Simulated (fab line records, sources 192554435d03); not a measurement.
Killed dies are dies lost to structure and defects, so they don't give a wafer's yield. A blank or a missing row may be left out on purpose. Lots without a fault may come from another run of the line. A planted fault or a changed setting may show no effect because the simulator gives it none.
Split-lot experiment | flow n5_finfet | 7 lots, 21 wafers read, on a route of 1938 steps

THE SPLIT
At N5_BEOL_M11_VIA_ETCH_34 (etches SiCOH lowk in C4F6/O2, target depth 184.5 nm, time 69.2 s), the setting time_s was moved away from the recipe's 69.2 s on 8 of the 21 wafers read, by -9.1% to +20.8%. The other wafers ran this setting at the recipe's value.

The reading is taken at the split's own step.

THE READING
SOC_of_BEOL_M11_COAT_63.thk_nm (the simulator's own value, which no gauge read), in nm, at N5_BEOL_M11_VIA_ETCH_34 (etches SiCOH lowk in C4F6/O2, target depth 184.5 nm, time 69.2 s). The file gives no usual value for it. The 13 wafers here that ran the recipe average 92.1 nm, standard deviation 0.4 nm.

wafer  | tool, chamber at the split | time_s as run, s | against the recipe | SOC_of_BEOL_M11_COAT_63.thk_nm, nm | against lot-mates on the recipe
L080.1 | rie_diel-02, 0             | 62.89            | -9.1%              | 92.6                               | +0.8
L080.3 | rie_diel-02, 3             | 69.2             | recipe             | 91.8                               | -
L080.6 | rie_diel-02, 1             | 69.2             | recipe             | 91.8                               | -
L081.1 | rie_diel-02, 1             | 83.61            | +20.8%             | 90.2                               | -1.6
L081.4 | rie_diel-02, 0             | 69.2             | recipe             | 91.8                               | -
L081.6 | rie_diel-02, 3             | 83.61            | +20.8%             | 89.6                               | -2.2
L083.4 | rie_diel-06, 1             | 78.79            | +13.9%             | 91                                 | -1.0
L083.5 | rie_diel-06, 1             | 69.2             | recipe             | 92                                 | -
L083.6 | rie_diel-06, 2             | 78.79            | +13.9%             | 91.4                               | -0.6
L082.2 | rie_diel-02, 3             | 69.2             | recipe             | 91.8                               | -
L082.4 | rie_diel-02, 0             | 73.8             | +6.6%              | 91                                 | -0.8
L082.5 | rie_diel-02, 1             | 73.8             | +6.6%              | 91.4                               | -0.4
L089.2 | rie_diel-02, 2             | 69.2             | recipe             | 92                                 | -
L089.3 | rie_diel-02, 1             | 69.2             | recipe             | 92                                 | -
L089.4 | rie_diel-02, 3             | 69.2             | recipe             | 91.8                               | -
L093.1 | rie_diel-06, 1             | 69.2             | recipe             | 93.2                               | -
L093.4 | rie_diel-06, 3             | 69.2             | recipe             | 92.2                               | -
L093.5 | rie_diel-06, 2             | 69.2             | recipe             | 92.6                               | -
L094.2 | rie_diel-05, 3             | 79.99            | +15.6%             | 90.6                               | -1.4
L094.3 | rie_diel-05, 2             | 69.2             | recipe             | 92.2                               | -
L094.6 | rie_diel-05, 3             | 69.2             | recipe             | 91.8                               | -

THE FIT
A straight line over all 21 wafers: SOC_of_BEOL_M11_COAT_63.thk_nm changes by -0.0909 nm for each +1% of time_s; r = -0.88; the points scatter about the line by 0.4 nm.
The same after taking each lot's own level away (the mean of its wafers on the recipe; 21 wafers): -0.0838 nm for each +1%; r = -0.94; scatter 0.26 nm.
On that fit, the largest move of time_s shifts the reading by 1.7 nm.
The lots' own levels span 91.80 to 92.67 nm, that is 2.2 times the standard deviation above.
So the lot-to-lot level changes the slope little: the two slopes agree.
Check: with one of the wafers moved furthest among these (+20.8%) left out of the fit, the line predicts -1.78 nm for it against its lot-mates. It came out at -1.6 nm against them.

OTHER SPLITS ON THESE WAFERS
These wafers also went through other splits before the reading. Each is held against what the fit with the lots' levels taken away leaves over:
other split on the same wafers | wafers away from the commonest value | r with SOC_of_BEOL_M11_COAT_63.thk_nm (lot level and that fit taken away)
N5_BEOL_M11_PEB_26 peb_time_s  | 6                                    | +0.10

THE WHOLE CHAIN: every reading that the file lists as answering this split, in the file's order
step                    | what it does                                                     | reading                                                                         | change (the file's fit)                | r (the file's)
N5_BEOL_M11_VIA_ETCH_34 | etches SiCOH lowk in C4F6/O2, target depth 184.5 nm, time 69.2 s | etch.depth_nm (the simulator's own value, which no gauge read)                  | +1.78 nm for each +1% of the setting   | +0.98
N5_BEOL_M11_VIA_ETCH_34 | etches SiCOH lowk in C4F6/O2, target depth 184.5 nm, time 69.2 s | SOC_of_BEOL_M11_COAT_63.thk_nm (the simulator's own value, which no gauge read) | -0.0841 nm for each +1% of the setting | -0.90

THE FILE'S OWN FIT
SOC_of_BEOL_M11_COAT_63.thk_nm changes by -0.0841 nm for each +1% of time_s, r = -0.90.
